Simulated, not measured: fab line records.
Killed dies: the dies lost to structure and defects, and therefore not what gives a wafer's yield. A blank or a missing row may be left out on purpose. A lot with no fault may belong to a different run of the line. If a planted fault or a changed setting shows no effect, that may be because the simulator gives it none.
The tool behind it: which one? :: flow n5-finfet :: Sampling: 10 lots, 29 wafers, 3 of 1938 route steps

== WHAT EACH GAUGE READ, for each wafer ==
N5_BEOL_M14_OVL_MEAS_11.
lot: L440
measured: day 13 01:49
on: overlay-01
V13_OVL (nm): 4 5 15

lot: L439
measured: day 13 06:31
on: overlay-01
V13_OVL (nm): 3 5

lot: L443
measured: day 13 07:03
on: overlay-02
V13_OVL (nm): 15 5 3

lot: L441
measured: day 13 13:46
on: overlay-01
V13_OVL (nm): 8 7 9

lot: L442
measured: day 13 21:15
on: overlay-02
V13_OVL (nm): -5 -3 -2

lot: L448
measured: day 14 15:34
on: overlay-02
V13_OVL (nm): 43 35 43

lot: L449
measured: day 14 21:38
on: overlay-02
V13_OVL (nm): 38 48 39

lot: L454
measured: day 16 13:29
on: overlay-01
V13_OVL (nm): 9 7 -3

lot: L455
measured: day 16 20:52
on: overlay-01
V13_OVL (nm): 3 4 4

lot: L458
measured: day 17 07:44
on: overlay-02
V13_OVL (nm): 2 6 -1

== WHICH TOOL RAN EACH LOT (tool, then ch and the chambers of the sampled wafers, then the start) ==
lot: L440
N5_BEOL_M13_ANNEAL_48: rtp-anneal-01 ch 0, day 13 00:35
N5_BEOL_M14_EXPOSE_07: krf-scanner-02 ch 0, day 13 01:37

lot: L439
N5_BEOL_M13_ANNEAL_48: rtp-anneal-02 ch 0, day 13 05:14
N5_BEOL_M14_EXPOSE_07: krf-scanner-02 ch 0, day 13 06:19

lot: L443
N5_BEOL_M13_ANNEAL_48: rtp-anneal-02 ch 0, day 13 05:44
N5_BEOL_M14_EXPOSE_07: krf-scanner-02 ch 0, day 13 06:50

lot: L441
N5_BEOL_M13_ANNEAL_48: rtp-anneal-01 ch 0, day 13 12:29
N5_BEOL_M14_EXPOSE_07: krf-scanner-02 ch 0, day 13 13:34

lot: L442
N5_BEOL_M13_ANNEAL_48: rtp-anneal-01 ch 0, day 13 19:58
N5_BEOL_M14_EXPOSE_07: krf-scanner-02 ch 0, day 13 21:03

lot: L448
N5_BEOL_M13_ANNEAL_48: rtp-anneal-01 ch 0, day 14 14:09
N5_BEOL_M14_EXPOSE_07: krf-scanner-02 ch 0, day 14 15:22

lot: L449
N5_BEOL_M13_ANNEAL_48: rtp-anneal-02 ch 0, day 14 20:15
N5_BEOL_M14_EXPOSE_07: krf-scanner-02 ch 0, day 14 21:26

lot: L454
N5_BEOL_M13_ANNEAL_48: rtp-anneal-01 ch 0, day 16 12:02
N5_BEOL_M14_EXPOSE_07: krf-scanner-01 ch 0, day 16 13:17

lot: L455
N5_BEOL_M13_ANNEAL_48: rtp-anneal-01 ch 0, day 16 19:34
N5_BEOL_M14_EXPOSE_07: krf-scanner-01 ch 0, day 16 20:40

lot: L458
N5_BEOL_M13_ANNEAL_48: rtp-anneal-01 ch 0, day 17 06:29
N5_BEOL_M14_EXPOSE_07: krf-scanner-01 ch 0, day 17 07:32
- N5_BEOL_M13_ANNEAL_48: time 90 s.
- N5_BEOL_M14_EXPOSE_07: exposes mask V13.

== THE ANSWER, worked out from the rows above alone ==
Rule: what is usual is taken from the lots themselves. The widest of any qualifying gaps counts: lots, ordered by their means at a reading, are off when they make up no more than a third of the lots, leave a main group of 4 or more, and stand apart from it by 3 or more times the standard deviation of that group's means. A main group is skipped when, at the precision printed for the reading in the tables above, its means are all equal. A lot without any number at a reading at which 4 lots or more have one is off too. Any other lot the step has rows for is counted as sound.
Off: L448, L449, seen at N5_BEOL_M14_OVL_MEAS_11 (V13_OVL). For the main group the mean is 4 nm and the standard deviation 3.6.
A tool fits if, at a process step before that reading, it ran every lot that is off, and no sound lot after the first of them. Those tools and the gauges at N5_BEOL_M14_OVL_MEAS_11 are tried in the same way. One fits: krf-scanner-02 at N5_BEOL_M14_EXPOSE_07. Its last sound lot is L442 (day 13 21:03), its first lot that is off L448 (day 14 15:22): a fault that began between those two fits.

== WHAT THE SIMULATOR HAD PUT IN ==
Scanner matching overlay: krf-scanner-02, from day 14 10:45 on, at N5_BEOL_M14_EXPOSE_07. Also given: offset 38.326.
Lots struck among those shown: L448, L449. The rule above reached the same finding.
